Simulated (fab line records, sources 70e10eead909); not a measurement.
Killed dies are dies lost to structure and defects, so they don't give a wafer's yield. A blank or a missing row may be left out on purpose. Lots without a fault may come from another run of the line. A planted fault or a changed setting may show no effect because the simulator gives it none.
Chamber matching | flow nand_harc | NHARC_A_CHANNEL_FILL_D2_CMP_10 on cmp-04: 4 sister chambers
The step polishes, target thk 150 nm. 14 wafers are shown with their chamber, then 7 later ones without.

WAFERS WITH THEIR CHAMBER
wafer  | chamber | motor_current_A (A) | time_to_endpoint_s (s)
L074.1 | 3       | 13.4                | 10.6
L074.4 | 1       | 13.2                | 13.9
L074.6 | 2       | 13.1                | 14.8
L078.3 | 3       | 13.6                | 11.1
L078.5 | 2       | 13.5                | 12.6
L078.6 | 1       | 12.8                | 11.0
L085.1 | 1       | 12.1                | 15.2
L085.3 | 0       | 11.0                | 16.0
L085.4 | 2       | 12.7                | 17.1
L086.1 | 2       | 13.4                | 16.3
L086.2 | 0       | 11.2                | 20.0
L086.5 | 1       | 12.9                | 17.5
L087.1 | 1       | 13.2                | 12.3
L087.5 | 1       | 12.8                | 15.1

SIGNATURES (means of the wafers above)
reading            | chamber 0 | chamber 1 | chamber 2 | chamber 3 | scatter within a chamber
motor_current_A    | 11.100    | 12.833    | 13.175    | 13.500    | 0.352
time_to_endpoint_s | 18.000    | 14.167    | 15.200    | 10.850    | 2.16
Rule: a wafer's distance from a chamber is the root of the sum, over the readings, of the square of ((its reading less the chamber's mean) divided by the reading's scatter). The wafer belongs to the nearest chamber; if the next one is less than 2 further off, it can't be placed. The scatter: the root of (the sum of the squares of (reading less its chamber's mean) over the shown wafers, divided by (wafers less chambers)).

WAFERS WITHOUT THEIR CHAMBER
wafer  | motor_current_A (A) | time_to_endpoint_s (s)
L087.6 | 12.2                | 15.3
L088.1 | 13.9                | 15.7
L088.5 | 13.3                | 15.2
L088.6 | 12.9                | 15.7
L097.2 | 13.2                | 16.1
L097.5 | 13.1                | 17.0
L097.6 | 13.7                | 13.8

WHICH CHAMBER EACH WENT THROUGH
wafer  | from the rows above          | in truth
L087.6 | can't be placed: 1 or 2 or 0 | 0
L088.1 | can't be placed: 2 or 3 or 1 | 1
L088.5 | can't be placed: 2 or 1 or 3 | 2
L088.6 | can't be placed: 1 or 2      | 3
L097.2 | can't be placed: 2 or 1      | 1
L097.5 | can't be placed: 2 or 1      | 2
L097.6 | can't be placed: 3 or 2 or 1 | 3
Placed correctly: 0 of 7. Can't be placed from these rows: 7 (the true chamber is among the candidates in 6). Placed wrongly: 0.
